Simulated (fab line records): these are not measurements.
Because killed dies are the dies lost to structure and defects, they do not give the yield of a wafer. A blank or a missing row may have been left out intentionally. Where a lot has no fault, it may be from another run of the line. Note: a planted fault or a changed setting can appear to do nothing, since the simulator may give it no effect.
Chamber matching / flow nand-harc / NHARC_A_BLC_ALD_23 on ald-metal-03 has 4 sister chambers
The step deposits TiN, target thk 3 nm, pulse time 1 s, ald cycles 150. 20 wafers are shown with their chamber, then 10 later ones without.

== WAFERS WITH THEIR CHAMBER ==
wafer=L074.2; chamber=3; heater-power-w (W)=897; precursor-pulse-height-rel=1.005
wafer=L074.3; chamber=0; heater-power-w (W)=1111; precursor-pulse-height-rel=1.015
wafer=L074.6; chamber=3; heater-power-w (W)=902; precursor-pulse-height-rel=0.996
wafer=L076.2; chamber=3; heater-power-w (W)=925; precursor-pulse-height-rel=1.032
wafer=L076.4; chamber=0; heater-power-w (W)=1116; precursor-pulse-height-rel=1.001
wafer=L076.6; chamber=1; heater-power-w (W)=1139; precursor-pulse-height-rel=0.979
wafer=L080.1; chamber=1; heater-power-w (W)=1122; precursor-pulse-height-rel=1.013
wafer=L080.2; chamber=0; heater-power-w (W)=975; precursor-pulse-height-rel=0.998
wafer=L080.4; chamber=3; heater-power-w (W)=857; precursor-pulse-height-rel=0.989
wafer=L082.2; chamber=0; heater-power-w (W)=983; precursor-pulse-height-rel=1.051
wafer=L082.4; chamber=1; heater-power-w (W)=1137; precursor-pulse-height-rel=0.950
wafer=L082.6; chamber=1; heater-power-w (W)=1085; precursor-pulse-height-rel=1.028
wafer=L084.4; chamber=2; heater-power-w (W)=995; precursor-pulse-height-rel=0.980
wafer=L084.5; chamber=1; heater-power-w (W)=1147; precursor-pulse-height-rel=1.010
wafer=L084.6; chamber=0; heater-power-w (W)=967; precursor-pulse-height-rel=1.007
wafer=L086.2; chamber=0; heater-power-w (W)=955; precursor-pulse-height-rel=0.996
wafer=L086.5; chamber=1; heater-power-w (W)=1117; precursor-pulse-height-rel=1.033
wafer=L086.6; chamber=2; heater-power-w (W)=967; precursor-pulse-height-rel=1.032
wafer=L085.2; chamber=0; heater-power-w (W)=955; precursor-pulse-height-rel=0.960
wafer=L085.5; chamber=0; heater-power-w (W)=951; precursor-pulse-height-rel=1.043

SIGNATURES (means of the wafers above)
reading=heater-power-w; chamber 0=1001.62; chamber 1=1124.50; chamber 2=981.00; chamber 3=895.25; scatter within a chamber=49.7
reading=precursor-pulse-height-rel; chamber 0=1.00887; chamber 1=1.00217; chamber 2=1.00600; chamber 3=1.00550; scatter within a chamber=0.0287
Rule: distance of a wafer from a chamber = root of the sum over the readings of ((wafer's reading minus chamber's mean) / reading's scatter) squared. The wafer belongs to the nearest chamber; if the next one is less than 2 further off, it can't be placed. The scatter: take each reading less its chamber's mean, square it, sum over the shown wafers, divide by the number of wafers less the number of chambers, and take the root.

== WAFERS WITH NO CHAMBER GIVEN ==
wafer=L085.6; heater-power-w (W)=870; precursor-pulse-height-rel=0.968
wafer=L088.1; heater-power-w (W)=1090; precursor-pulse-height-rel=1.029
wafer=L088.4; heater-power-w (W)=955; precursor-pulse-height-rel=1.018
wafer=L088.6; heater-power-w (W)=885; precursor-pulse-height-rel=1.004
wafer=L092.2; heater-power-w (W)=1106; precursor-pulse-height-rel=0.989
wafer=L092.3; heater-power-w (W)=945; precursor-pulse-height-rel=1.007
wafer=L092.5; heater-power-w (W)=980; precursor-pulse-height-rel=0.955
wafer=L092.1; heater-power-w (W)=887; precursor-pulse-height-rel=1.030
wafer=L092.4; heater-power-w (W)=1018; precursor-pulse-height-rel=1.012
wafer=L092.6; heater-power-w (W)=1120; precursor-pulse-height-rel=0.989

== THE CHAMBER EACH PASSED THROUGH ==
wafer=L085.6; from the rows above=can't be placed: 3 or 2 or 0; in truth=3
wafer=L088.1; from the rows above=can't be placed: 1 or 0 or 2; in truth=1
wafer=L088.4; from the rows above=can't be placed: 2 or 0 or 3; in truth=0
wafer=L088.6; from the rows above=can't be placed: 3 or 2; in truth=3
wafer=L092.2; from the rows above=can't be placed: 1 or 0 or 2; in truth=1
wafer=L092.3; from the rows above=can't be placed: 2 or 3 or 0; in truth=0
wafer=L092.5; from the rows above=can't be placed: 2 or 0 or 3 or 1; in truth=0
wafer=L092.1; from the rows above=can't be placed: 3 or 2 or 0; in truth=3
wafer=L092.4; from the rows above=can't be placed: 0 or 2 or 1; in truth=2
wafer=L092.6; from the rows above=1; in truth=1
Placed correctly: 1 of 10. From these rows, 9 cannot be placed; in 9 the true chamber is one of the candidates. Number placed wrongly: 0.
